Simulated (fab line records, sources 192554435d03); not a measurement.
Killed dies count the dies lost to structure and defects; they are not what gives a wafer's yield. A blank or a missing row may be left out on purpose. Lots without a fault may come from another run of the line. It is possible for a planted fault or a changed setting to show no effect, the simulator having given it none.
Which of the tools did it? | flow n5-finfet | Sampling: 24 lots, 72 wafers, 6 of 1938 route steps

WHAT THE GAUGES SHOWED, per wafer
N5_MOL_CONTACT_COAG_CD_MEAS_40: target cd 25.1 nm. Usual: cd-nm reads 25.12 nm (standard deviation 0.22).
lot  | measured     | on        | cd-nm (nm)        | flag
L074 | day 5 01:19  | cd-sem-01 | 25.17 25.43 25.79 |
L075 | day 5 06:40  | cd-sem-02 | 25.42 25.05 25.10 |
L076 | day 5 15:58  | cd-sem-01 | 25.07 25.14 25.49 |
L077 | day 5 23:31  | cd-sem-03 | 24.90 25.48 24.61 |
L078 | day 6 09:14  | cd-sem-02 | 25.21 24.92 25.32 |
L079 | day 6 12:13  | cd-sem-02 | 25.24 25.13 25.05 |
L080 | day 6 18:42  | cd-sem-02 | 25.02 25.20 25.04 |
L081 | day 7 01:20  | cd-sem-02 | 25.08 24.87 25.17 |
L082 | day 7 07:34  | cd-sem-01 | 25.64 25.07 25.39 |
L083 | day 7 08:16  | cd-sem-02 | 24.76 24.75 25.08 |
L084 | day 7 18:44  | cd-sem-03 | 25.00 25.33 24.99 |
L085 | day 8 02:02  | cd-sem-03 | 25.03 24.88 24.86 |
L086 | day 8 09:34  | cd-sem-01 | 25.19 25.24 25.42 |
L087 | day 8 12:11  | cd-sem-02 | 25.30 25.27 25.17 |
L088 | day 8 20:44  | cd-sem-01 | 25.24 24.93 25.08 |
L089 | day 9 01:09  | cd-sem-03 | 25.22 25.08 25.08 |
L090 | day 9 05:14  | cd-sem-02 | 25.18 25.19 25.33 |
L091 | day 9 12:02  | cd-sem-02 | 25.28 25.03 25.12 |
L092 | day 9 18:43  | cd-sem-02 | 25.14 25.40 25.27 |
L093 | day 9 23:59  | cd-sem-02 | 25.06 25.09 24.82 |
L094 | day 10 03:13 | cd-sem-02 | 25.23 25.18 24.86 |
L095 | day 10 10:31 | cd-sem-02 | 25.23 25.00 24.85 |
L096 | day 10 22:55 | cd-sem-02 | 24.92 25.09 25.05 |
L097 | day 11 07:44 | cd-sem-03 | 24.78 25.01 25.11 |

N5_BEOL_M0_CUTY_OVL_MEAS_58. Usual: M0_ABLK_OVL 0.6 nm, standard deviation 0.69.
lot  | measured     | on         | M0_ABLK_OVL (nm) | flag
L074 | day 5 15:53  | overlay-02 | 1.7 0.4 1.7      |
L075 | day 5 20:20  | overlay-02 | -0.8 -0.4 -0.2   |
L076 | day 6 05:58  | overlay-01 | 0.5 1.4 0.5      |
L077 | day 6 12:17  | overlay-02 | 0.0 -0.4 0.4     |
L078 | day 6 21:41  | overlay-02 | 0.1 0.4 0.6      |
L079 | day 7 03:08  | overlay-02 | 0.9 1.3 1.9      |
L080 | day 7 07:22  | overlay-01 | 2.0 1.6 2.1      |
L081 | day 7 14:37  | overlay-01 | 0.4 0.0 1.0      |
L082 | day 7 22:54  | overlay-02 | -0.7 -0.6 -0.4   |
L083 | day 8 00:35  | overlay-01 | 1.1 0.2 0.3      |
L084 | day 8 09:01  | overlay-02 | 1.4 1.0 1.0      |
L085 | day 8 15:37  | overlay-02 | 0.4 0.4 1.1      |
L086 | day 9 00:26  | overlay-02 | 1.1 1.8 0.1      |
L087 | day 9 02:43  | overlay-01 | 0.9 1.8 -0.4     |
L088 | day 9 13:13  | overlay-02 | 0.5 -0.1 -0.3    |
L089 | day 9 13:35  | overlay-02 | 1.2 1.3 0.9      |
L090 | day 9 19:13  | overlay-02 | 1.0 0.5 1.3      |
L091 | day 10 01:32 | overlay-01 | 0.2 0.6 1.1      |
L092 | day 10 07:23 | overlay-01 | 0.4 0.8 1.6      |
L093 | day 10 12:10 | overlay-01 | -0.1 1.7 0.9     |
L094 | day 10 15:51 | overlay-02 | 1.0 0.8 0.9      |
L095 | day 10 22:28 | overlay-02 | 0.4 0.2 0.3      |
L096 | day 11 12:35 | overlay-01 | 0.9 1.4 -0.2     |
L097 | day 11 23:54 | overlay-02 | 0.0 0.8 -1.1     |

WHICH TOOL RAN EACH LOT (tool, then ch and the chambers of the sampled wafers, then the start)
lot  | N5_GATE_CUT_HM_DEP_46          | N5_GATE_CUT_ETCH_37                | N5_MOL_CONTACT_COAG_ETCHBACK_136   | N5_MOL_CONTACT_COAG_STRIP_49
L074 | pecvd-01 ch 1,2, day 4 11:35   | rie-diel-04 ch 2,3, day 4 12:07    | rie-diel-01 ch 0,1,2, day 5 02:14  | plasma-asher-01 ch 0,1, day 5 02:29
L075 | pecvd-01 ch 0,1, day 4 16:02   | rie-diel-03 ch 0,1,3, day 4 16:43  | rie-diel-01 ch 1,2,3, day 5 07:14  | plasma-asher-01 ch 0,1, day 5 07:28
L076 | pecvd-01 ch 0,2, day 4 23:13   | rie-diel-03 ch 0,2,3, day 4 23:45  | rie-diel-01 ch 0,1,2, day 5 16:48  | plasma-asher-01 ch 0,1, day 5 17:02
L077 | pecvd-03 ch 0,2, day 5 05:19   | rie-diel-03 ch 0,2, day 5 05:54    | rie-diel-01 ch 0,1,2, day 6 00:04  | plasma-asher-02 ch 0,1, day 6 00:19
L078 | pecvd-01 ch 0,1, day 5 15:54   | rie-diel-02 ch 0,1,3, day 5 16:26  | rie-diel-05 ch 0,2,3, day 6 09:47  | plasma-asher-02 ch 0,1, day 6 10:03
L079 | pecvd-04 ch 0,1,2, day 5 19:46 | rie-diel-03 ch 1,2,3, day 5 20:18  | rie-diel-05 ch 0,2,3, day 6 13:09  | plasma-asher-02 ch 0,1, day 6 13:38
L080 | pecvd-04 ch 1,2, day 6 03:07   | rie-diel-03 ch 2,3, day 6 04:29    | rie-diel-01 ch 0,2,3, day 6 19:28  | plasma-asher-02 ch 0,1, day 6 19:43
L081 | pecvd-03 ch 0,2, day 6 08:58   | rie-diel-03 ch 0,1,2, day 6 09:30  | rie-diel-01 ch 0,1,2, day 7 02:10  | plasma-asher-02 ch 0,1, day 7 02:24
L082 | pecvd-04 ch 0,2, day 6 15:19   | rie-diel-04 ch 1,2,3, day 6 15:59  | rie-diel-01 ch 0,2,3, day 7 08:23  | plasma-asher-02 ch 0,1, day 7 08:37
L083 | pecvd-01 ch 0,1,2, day 6 18:01 | rie-diel-02 ch 0,2,3, day 6 18:40  | rie-diel-06 ch 1,2,3, day 7 09:14  | plasma-asher-02 ch 0,1, day 7 09:44
L084 | pecvd-01 ch 0,1,2, day 7 03:23 | rie-diel-02 ch 0,1, day 7 03:55    | rie-diel-05 ch 0,1,2, day 7 19:42  | plasma-asher-02 ch 1, day 7 20:05
L085 | pecvd-01 ch 0, day 7 09:53     | rie-diel-04 ch 2,3, day 7 10:50    | rie-diel-06 ch 0,1,3, day 8 02:36  | plasma-asher-01 ch 0, day 8 02:50
L086 | pecvd-01 ch 1,2, day 7 16:35   | rie-diel-03 ch 0,1,2, day 7 17:07  | rie-diel-06 ch 1,2,3, day 8 10:14  | plasma-asher-01 ch 0,1, day 8 10:29
L087 | pecvd-03 ch 0,1,2, day 7 19:50 | rie-diel-02 ch 0,1, day 7 20:30    | rie-diel-01 ch 1,2,3, day 8 12:47  | plasma-asher-02 ch 0,1, day 8 13:01
L088 | pecvd-03 ch 1,2, day 8 03:02   | rie-diel-04 ch 0,2, day 8 03:56    | rie-diel-01 ch 2,3, day 8 21:37    | plasma-asher-02 ch 0,1, day 8 21:54
L089 | pecvd-04 ch 0,1,2, day 8 07:09 | rie-diel-02 ch 0,3, day 8 07:43    | rie-diel-05 ch 0,3, day 9 01:44    | plasma-asher-01 ch 0,1, day 9 01:58
L090 | pecvd-01 ch 0,2, day 8 11:47   | rie-diel-03 ch 0,2,3, day 8 12:19  | rie-diel-05 ch 0,2,3, day 9 05:55  | plasma-asher-01 ch 0,1, day 9 06:09
L091 | pecvd-01 ch 0,1, day 8 18:26   | rie-diel-04 ch 0,1,3, day 8 19:06  | rie-diel-06 ch 1,2,3, day 9 12:38  | plasma-asher-02 ch 0,1, day 9 12:52
L092 | pecvd-03 ch 0,1, day 9 01:23   | rie-diel-02 ch 0,1,3, day 9 02:03  | rie-diel-06 ch 1,2,3, day 9 19:29  | plasma-asher-02 ch 0,1, day 9 19:43
L093 | pecvd-04 ch 0,1, day 9 08:59   | rie-diel-04 ch 0,1,2, day 9 09:39  | rie-diel-06 ch 0,1,3, day 10 00:33 | plasma-asher-02 ch 0,1, day 10 00:47
L094 | pecvd-01 ch 0,1,2, day 9 10:29 | rie-diel-03 ch 0,1,2, day 9 11:04  | rie-diel-06 ch 0,1, day 10 03:55   | plasma-asher-02 ch 0,1, day 10 04:09
L095 | pecvd-03 ch 0,1,2, day 9 18:03 | rie-diel-02 ch 0,1,3, day 9 18:43  | rie-diel-05 ch 0,2, day 10 11:04   | plasma-asher-02 ch 0,1, day 10 11:19
L096 | pecvd-04 ch 0,1, day 10 08:20  | rie-diel-03 ch 0,2,3, day 10 08:53 | rie-diel-06 ch 0,1, day 10 23:35   | plasma-asher-01 ch 0,1, day 10 23:50
L097 | pecvd-03 ch 0,2, day 10 11:28  | rie-diel-03 ch 0,1,2, day 10 12:00 | rie-diel-01 ch 1,2, day 11 09:16   | plasma-asher-01 ch 0,1, day 11 09:30
- N5_GATE_CUT_HM_DEP_46: deposits SiO2 from TEOS/O2, target thk 130 nm, time 26.6 s.
- N5_GATE_CUT_ETCH_37: etches SOC in N2/H2, target depth 60 nm, overetch 12 nm, time 90 s.
- N5_MOL_CONTACT_COAG_ETCHBACK_136: etches SiO2 in CHF3, target depth 25 nm, time 16.7 s.
- N5_MOL_CONTACT_COAG_STRIP_49: strips in N2/H2, time 30 s.

WHAT THE TOOLS THEMSELVES READ (means of the sampled wafers that have a number; where no wafer has one, the mark that the record gives instead)
N5_GATE_CUT_HM_DEP_46. Usual: heater-power-w 597 W, standard deviation 130; showerhead-plenum-p-Torr 8.34 Torr, standard deviation 0.041; throttle-valve-pct 18.7 %, standard deviation 0.94.
lot  | tool     | heater-power-w (W) | showerhead-plenum-p-Torr (Torr) | throttle-valve-pct (%) | flag
L074 | pecvd-01 | 592                | 8.35                            | 17.8                   |
L075 | pecvd-01 | 698                | 8.34                            | 19.4                   |
L076 | pecvd-01 | 677                | 8.36                            | 18.8                   |
L077 | pecvd-03 | 683                | 8.31                            | 19.2                   |
L078 | pecvd-01 | 686                | 8.36                            | 19.5                   |
L079 | pecvd-04 | 484                | 8.33                            | 18.4                   |
L080 | pecvd-04 | 403                | 8.33                            | 18.9                   |
L081 | pecvd-03 | 656                | 8.31                            | 19.2                   |
L082 | pecvd-04 | 530                | 8.39                            | 18.5                   |
L083 | pecvd-01 | 653                | 8.35                            | 18.7                   |
L084 | pecvd-01 | 682                | 8.35                            | 18.6                   |
L085 | pecvd-01 | 606                | 8.36                            | 20.5                   |
L086 | pecvd-01 | 653                | 8.35                            | 17.8                   |
L087 | pecvd-03 | 670                | 8.33                            | 18.8                   |
L088 | pecvd-03 | 614                | 8.35                            | 18.3                   |
L089 | pecvd-04 | 428                | 8.34                            | 18.4                   |
L090 | pecvd-01 | 695                | 8.37                            | 19.5                   |
L091 | pecvd-01 | 573                | 8.34                            | 18.8                   |
L092 | pecvd-03 | 616                | 8.35                            | 18.6                   |
L093 | pecvd-04 | 369                | 8.29                            | 18.3                   |
L094 | pecvd-01 | 639                | 8.35                            | 18.9                   |
L095 | pecvd-03 | 609                | 8.33                            | 18.8                   |
L096 | pecvd-04 | 383                | 8.28                            | 18.6                   |
L097 | pecvd-03 | 577                | 8.32                            | 19.6                   |

N5_GATE_CUT_ETCH_37. Usual: drypump-motor-current-A 5.8 A, standard deviation 0.45; oes-product-au 0.68 a.u., standard deviation 0.062; rf-vpp-V 522.8 V, standard deviation 2.4; showerhead-plenum-p-Torr 2.50 Torr, standard deviation 0.084; temp-c 40.00 C, standard deviation 0.12; throttle-valve-pct 17.82 %, standard deviation 0.22.
lot  | tool        | drypump-motor-current-A (A) | oes-product-au (a.u.) | rf-vpp-V (V) | showerhead-plenum-p-Torr (Torr) | temp-c (C) | throttle-valve-pct (%) | flag
L074 | rie-diel-04 | 5.7                         | 0.64                  | 522.8        | 2.52                            | 40.03      | 18.01                  |
L075 | rie-diel-03 | 5.7                         | 0.68                  | 522.5        | 2.51                            | 39.98      | 17.80                  |
L076 | rie-diel-03 | 6.2                         | 0.70                  | 521.5        | 2.45                            | 39.96      | 17.82                  |
L077 | rie-diel-03 | 6.1                         | 0.68                  | 521.2        | 2.44                            | 39.94      | 17.83                  |
L078 | rie-diel-02 | 5.9                         | 0.67                  | 522.5        | 2.51                            | 39.84      | 17.71                  |
L079 | rie-diel-03 | 5.7                         | 0.67                  | 522.6        | 2.50                            | 39.96      | 17.85                  |
L080 | rie-diel-03 | 6.2                         | 0.71                  | 522.3        | 2.46                            | 39.95      | 17.83                  |
L081 | rie-diel-03 | 5.7                         | 0.65                  | 522.5        | 2.49                            | 40.02      | 17.88                  |
L082 | rie-diel-04 | 5.9                         | 0.65                  | 524.1        | 2.56                            | 39.96      | 17.93                  |
L083 | rie-diel-02 | 5.7                         | 0.64                  | 523.3        | 2.55                            | 40.09      | 17.84                  |
L084 | rie-diel-02 | 5.7                         | 0.68                  | 521.4        | 2.48                            | 40.14      | 17.81                  |
L085 | rie-diel-04 | 5.8                         | 0.64                  | 522.8        | 2.51                            | 40.16      | 18.04                  |
L086 | rie-diel-03 | 5.7                         | 0.65                  | 522.2        | 2.49                            | 40.04      | 17.87                  |
L087 | rie-diel-02 | 5.7                         | 0.68                  | 520.3        | 2.42                            | 40.03      | 17.59                  |
L088 | rie-diel-04 | 5.7                         | 0.62                  | 522.7        | 2.51                            | 39.86      | 18.06                  |
L089 | rie-diel-02 | 5.9                         | 0.65                  | 523.5        | 2.57                            | 40.09      | 17.98                  |
L090 | rie-diel-03 | 6.2                         | 0.68                  | 520.8        | 2.44                            | 40.00      | 17.86                  |
L091 | rie-diel-04 | 5.8                         | 0.65                  | 524.8        | 2.56                            | 40.01      | 17.98                  |
L092 | rie-diel-02 | 5.9                         | 0.74                  | 522.8        | 2.50                            | 40.00      | 17.60                  |
L093 | rie-diel-04 | 5.8                         | 0.72                  | 524.2        | 2.55                            | 39.96      | 17.85                  |
L094 | rie-diel-03 | 5.7                         | 0.74                  | 523.2        | 2.49                            | 40.10      | 17.75                  |
L095 | rie-diel-02 | 5.9                         | 0.72                  | 522.5        | 2.50                            | 39.98      | 17.62                  |
L096 | rie-diel-03 | 6.2                         | 0.67                  | 521.4        | 2.43                            | 39.95      | 17.89                  |
L097 | rie-diel-03 | 5.7                         | 0.72                  | 522.1        | 2.48                            | 40.02      | 17.77                  |

N5_MOL_CONTACT_COAG_ETCHBACK_136. Usual: drypump-motor-current-A 5.6 A, standard deviation 0.43; oes-product-au 0.79 a.u., standard deviation 0.082; rf-vpp-V 522 V, standard deviation 4; showerhead-plenum-p-Torr 2.39 Torr, standard deviation 0.082; throttle-valve-pct 18.74 %, standard deviation 0.28.
lot  | tool        | drypump-motor-current-A (A) | oes-product-au (a.u.) | rf-vpp-V (V) | showerhead-plenum-p-Torr (Torr) | throttle-valve-pct (%) | flag
L074 | rie-diel-01 | 5.7                         | 0.74                  | 520          | 2.35                            | 18.80                  |
L075 | rie-diel-01 | 5.4                         | 0.78                  | 523          | 2.33                            | 18.52                  |
L076 | rie-diel-01 | 5.7                         | 0.73                  | 520          | 2.35                            | 18.79                  |
L077 | rie-diel-01 | 5.7                         | 0.74                  | 520          | 2.35                            | 18.80                  |
L078 | rie-diel-05 | 5.4                         | 0.89                  | 524          | 2.40                            | 18.63                  |
L079 | rie-diel-05 | 5.4                         | 0.91                  | 524          | 2.39                            | 18.63                  |
L080 | rie-diel-01 | 5.6                         | 0.77                  | 521          | 2.32                            | 18.64                  |
L081 | rie-diel-01 | 5.7                         | 0.73                  | 520          | 2.34                            | 18.81                  |
L082 | rie-diel-01 | 5.6                         | 0.77                  | 521          | 2.32                            | 18.63                  |
L083 | rie-diel-06 | 5.9                         | 0.76                  | 520          | 2.45                            | 18.96                  |
L084 | rie-diel-05 | 5.7                         | 0.89                  | 521          | 2.36                            | 18.57                  |
L085 | rie-diel-06 | 5.6                         | 0.80                  | 523          | 2.50                            | 18.95                  |
L086 | rie-diel-06 | 5.9                         | 0.76                  | 521          | 2.45                            | 18.97                  |
L087 | rie-diel-01 | 5.4                         | 0.75                  | 522          | 2.32                            | 18.57                  |
L088 | rie-diel-01 | 5.3                         | 0.78                  | 521          | 2.30                            | 18.43                  |
L089 | rie-diel-05 | 5.2                         | 0.87                  | 528          | 2.46                            | 18.53                  |
L090 | rie-diel-05 | 5.4                         | 0.86                  | 524          | 2.39                            | 18.66                  |
L091 | rie-diel-06 | 5.9                         | 0.75                  | 521          | 2.44                            | 18.98                  |
L092 | rie-diel-06 | 5.9                         | 0.75                  | 521          | 2.44                            | 18.99                  |
L093 | rie-diel-06 | 5.6                         | 0.80                  | 524          | 2.49                            | 18.96                  |
L094 | rie-diel-06 | 5.3                         | 0.83                  | 523          | 2.51                            | 18.86                  |
L095 | rie-diel-05 | 5.6                         | 0.85                  | 520          | 2.31                            | 18.80                  |
L096 | rie-diel-06 | 5.3                         | 0.84                  | 522          | 2.51                            | 18.87                  |
L097 | rie-diel-01 | 5.5                         | 0.70                  | 520          | 2.33                            | 18.80                  |

N5_MOL_CONTACT_COAG_STRIP_49. Usual: drypump-motor-current-A 5.5 A, standard deviation 0.47; heater-power-w 319 W, standard deviation 64; temp-c 250.02 C, standard deviation 0.18.
lot  | tool            | drypump-motor-current-A (A) | heater-power-w (W) | temp-c (C) | flag
L074 | plasma-asher-01 | 4.8                         | 355                | 249.87     |
L075 | plasma-asher-01 | 5.0                         | 347                | 250.01     |
L076 | plasma-asher-01 | 4.8                         | 355                | 249.87     |
L077 | plasma-asher-02 | 5.8                         | 326                | 249.93     |
L078 | plasma-asher-02 | 5.9                         | 276                | 250.20     |
L079 | plasma-asher-02 | 5.9                         | 273                | 250.20     |
L080 | plasma-asher-02 | 5.8                         | 326                | 249.98     |
L081 | plasma-asher-02 | 5.8                         | 324                | 249.93     |
L082 | plasma-asher-02 | 5.9                         | 272                | 250.02     |
L083 | plasma-asher-02 | 5.9                         | 273                | 249.94     |
L084 | plasma-asher-02 | 6.0                         | 228                | 249.95     |
L085 | plasma-asher-01 | 5.1                         | 328                | 250.15     |
L086 | plasma-asher-01 | 4.8                         | 355                | 249.93     |
L087 | plasma-asher-02 | 5.9                         | 278                | 249.87     |
L088 | plasma-asher-02 | 5.9                         | 277                | 250.30     |
L089 | plasma-asher-01 | 4.8                         | 363                | 250.03     |
L090 | plasma-asher-01 | 4.8                         | 365                | 249.97     |
L091 | plasma-asher-02 | 5.9                         | 274                | 250.01     |
L092 | plasma-asher-02 | 5.8                         | 327                | 250.01     |
L093 | plasma-asher-02 | 5.8                         | 325                | 250.07     |
L094 | plasma-asher-02 | 5.8                         | 320                | 250.12     |
L095 | plasma-asher-02 | 5.8                         | 325                | 250.07     |
L096 | plasma-asher-01 | 4.8                         | 358                | 250.00     |
L097 | plasma-asher-01 | 5.0                         | 337                | 249.79     |

THE ANSWER, worked out from the rows above alone
Rule: a lot counts as off when the mean over its wafers that have a number is more than 3 standard deviations away from the usual mean. Also off: a lot with no number at a reading for which 4 or more lots have one. Where the step has rows for the other lots, those lots are counted as sound. First the gauges in route order, then the tools' own readings, where a lot's mean is used as printed above. The first step at which some lot is off is used, and at that step the reading that is off furthest; a lot without a number counts as furthest.
No lot is off on any of the readings shown, so nothing can be concluded from this.

WHAT WAS PUT IN BY THE SIMULATOR
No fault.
